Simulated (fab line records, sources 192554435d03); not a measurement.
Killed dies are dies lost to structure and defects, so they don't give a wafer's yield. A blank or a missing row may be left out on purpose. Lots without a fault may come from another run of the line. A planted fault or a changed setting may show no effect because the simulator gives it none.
Chamber matching | flow n5_finfet | N5_SD_EPI_N_ETCHBACK_44 on rie_diel-06: 4 sister chambers
The step etches SiNx in CH3F/O2, stops on SiO2, target depth 14.5 nm. 16 wafers are shown with their chamber, then 8 later ones without.

WAFERS WITH THEIR CHAMBER
wafer  | chamber | showerhead_plenum_p_Torr (Torr) | throttle_valve_pct (%) | oes_o_777_au (a.u.)
L074.1 | 1       | 2.02                            | 16.23                  | 0.78
L074.2 | 0       | 1.96                            | 16.17                  | 0.95
L074.3 | 2       | 2.07                            | 16.51                  | 0.72
L077.1 | 2       | 2.07                            | 16.51                  | 0.72
L077.3 | 1       | 2.02                            | 16.24                  | 0.77
L077.5 | 2       | 2.07                            | 16.50                  | 0.72
L079.1 | 2       | 2.07                            | 16.51                  | 0.72
L079.3 | 1       | 2.02                            | 16.23                  | 0.76
L079.5 | 2       | 2.07                            | 16.52                  | 0.72
L085.2 | 2       | 2.07                            | 16.54                  | 0.71
L085.3 | 3       | 1.99                            | 16.49                  | 0.76
L085.4 | 2       | 2.07                            | 16.54                  | 0.72
L088.2 | 3       | 1.99                            | 16.51                  | 0.76
L088.3 | 2       | 2.06                            | 16.56                  | 0.70
L088.5 | 2       | 2.06                            | 16.56                  | 0.70
L089.1 | 3       | 1.99                            | 16.51                  | 0.75

SIGNATURES (means of the wafers above)
reading                  | chamber 0 | chamber 1 | chamber 2 | chamber 3 | scatter within a chamber
showerhead_plenum_p_Torr | 1.9600    | 2.0200    | 2.0678    | 1.9900    | 0.0036
throttle_valve_pct       | 16.1700   | 16.2333   | 16.5278   | 16.5033   | 0.0193
oes_o_777_au             | 0.9500    | 0.7700    | 0.7144    | 0.7567    | 0.00861
Rule: a wafer's distance from a chamber is the root of the sum, over the readings, of the square of ((its reading less the chamber's mean) divided by the reading's scatter). The wafer belongs to the nearest chamber; if the next one is less than 2 further off, it can't be placed. The scatter: the root of (the sum of the squares of (reading less its chamber's mean) over the shown wafers, divided by (wafers less chambers)).

WAFERS WITHOUT THEIR CHAMBER
wafer  | showerhead_plenum_p_Torr (Torr) | throttle_valve_pct (%) | oes_o_777_au (a.u.)
L089.2 | 2.01                            | 16.28                  | 0.75
L089.3 | 2.06                            | 16.56                  | 0.71
L092.1 | 2.06                            | 16.57                  | 0.70
L092.2 | 1.95                            | 16.26                  | 0.87
L092.4 | 1.99                            | 16.54                  | 0.75
L094.2 | 1.94                            | 16.27                  | 0.86
L094.5 | 2.06                            | 16.58                  | 0.70
L094.6 | 1.99                            | 16.55                  | 0.75

WHICH CHAMBER EACH WENT THROUGH
wafer  | from the rows above | in truth
L089.2 | 1                   | 1
L089.3 | 2                   | 2
L092.1 | 2                   | 2
L092.2 | 0                   | 0
L092.4 | 3                   | 3
L094.2 | 0                   | 0
L094.5 | 2                   | 2
L094.6 | 3                   | 3
Placed correctly: 8 of 8. Can't be placed from these rows: 0. Placed wrongly: 0.
